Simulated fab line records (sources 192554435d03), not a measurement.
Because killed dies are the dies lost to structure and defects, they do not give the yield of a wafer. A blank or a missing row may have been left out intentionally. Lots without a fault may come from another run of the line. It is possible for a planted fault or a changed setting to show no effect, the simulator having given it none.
Struck lot and sound lot, side by side / flow n5-finfet / 14 steps out of a route of 1938
Sound: the wafers L963.1, L963.4, L963.6. Struck: wafers L967.1, L967.4, L967.5. The cause is given at the end.
Per side, at each step with rows, come the tool, then ch with its chambers, and then its first start. Under that, the readings that differ: sound wafers / struck wafers / difference of the means / sigmas: that difference in standard deviations of wafers without a fault.
alike: same words and numbers on both sides, and readings whose means sit less than 2 such deviations apart. not compared: any withheld reading, any reading some wafer has no value for, any bound like >300 that may hide the same value, and any number with overlapping values for which the record gives no deviation.
The two part at a step that has a row with sigmas, a row that says differs or no value, or rows on one side only. When numbers do not overlap yet have no deviation, they are printed without sigmas and do not part them. A reading missing from all wafers of one side parts the sides only when that side holds two or more wafers.

N5_ZERO_LAYER_DESCUM_16: chemistry O2, time 7.9 s.
  sound on rie-diel-06 ch 0,1, day 2 01:02; struck on rie-diel-03 ch 0,2, day 3 00:52
reading=showerhead-plenum-p-Torr (Torr); sound=1.98 2.09 1.98; struck=2.18 2.07 2.18; difference=+0.13; sigmas=+3
  alike: chamber-pressure-mTorr, drypump-motor-current-A, oes-product-au, rf-vpp-V, throttle-valve-pct
  not compared: rf-hours-counter-h
N5_ZERO_LAYER_ETCH_17: etches SiO2 in CF4, target depth 12 nm, time 13.3 s.
  sound on rie-diel-06 ch 0,1, day 2 01:04; struck on rie-diel-03 ch 0,2, day 3 00:55
reading=rf-vpp-V (V); sound=943.2 947.8 943.9; struck=954.5 947.5 954.0; difference=+7.0; sigmas=+2
reading=showerhead-plenum-p-Torr (Torr); sound=2.04 2.14 2.04; struck=2.23 2.12 2.23; difference=+0.12; sigmas=+3
  alike: cf4-flow-sccm, chamber-pressure-mTorr, drypump-motor-current-A, oes-product-au, throttle-valve-pct
  not compared: rf-hours-counter-h
N5_ZERO_LAYER_ETCH_18: etches Si in HBr/Cl2, target depth 120 nm, time 40 s.
  sound on rie-si-02 ch 1,2, day 2 01:09; struck on rie-si-01 ch 1,3, day 3 00:59
  alike: chamber-pressure-mTorr, drypump-motor-current-A, oes-product-au, throttle-valve-pct
  not compared: rf-hours-counter-h
N5_ZERO_LAYER_STRIP_24: strips in O2.
  sound on plasma-asher-02 ch 0, day 2 01:16; struck on plasma-asher-01 ch 1, day 3 01:05
reading=heater-power-w (W); sound=283 297 296; struck=366 377 378; difference=+82; sigmas=+2
  alike: chamber-pressure-mTorr, drypump-motor-current-A, oes-product-au, strip-time-to-endpoint-s
  not compared: rf-hours-counter-h
then, 1 step without rows for these wafers: N5_ZERO_LAYER_STRIP_19 (strips in SPM, time 900 s).
N5_ZERO_LAYER_INSPECT_20: inspects for defects (darkfield).
  sound on defect-inspect-01, day 2 01:38; struck on defect-inspect-02, day 3 01:26
  alike: raw-defect-count
then, 6 steps without rows for these wafers: N5_WELL_APT_HMDS_01 (time 60 s); N5_WELL_APT_COAT_02 (resist thk 950 nm); N5_WELL_APT_EBR_04; N5_WELL_APT_SOFTBAKE_03 (time 60 s); N5_WELL_APT_EXPOSE_05 (exposes mask NWELL, defocus 0 nm, target cd 200 nm); N5_WELL_APT_PEB_06 (peb time 90 s).
N5_WELL_APT_DEVELOP_07: develop time 45 s.
  sound on litho-track-05 ch 0, day 2 01:57; struck on litho-track-02, day 3 01:38
  no value came back on the struck wafers for chill-plate-temp-C (C), develop-time-s (s), developer-temp-C (C); on the sound wafers chill-plate-temp-C (C) reads 22.99 23.05 22.98
reading=model.coat_of_WELL_APT_COAT_02.thk-nm (nm); sound=936.9 935.5 935; struck=948.2 949.7 948.2; difference=+12.9; sigmas=
then, 1 step without rows for these wafers: N5_WELL_APT_HARDBAKE_12 (time 120 s).

== WHERE THEY PART ==
Last at N5_WELL_APT_DEVELOP_07 as far as this record goes, first at N5_ZERO_LAYER_DESCUM_16.

WHY: what had been put in by the simulator
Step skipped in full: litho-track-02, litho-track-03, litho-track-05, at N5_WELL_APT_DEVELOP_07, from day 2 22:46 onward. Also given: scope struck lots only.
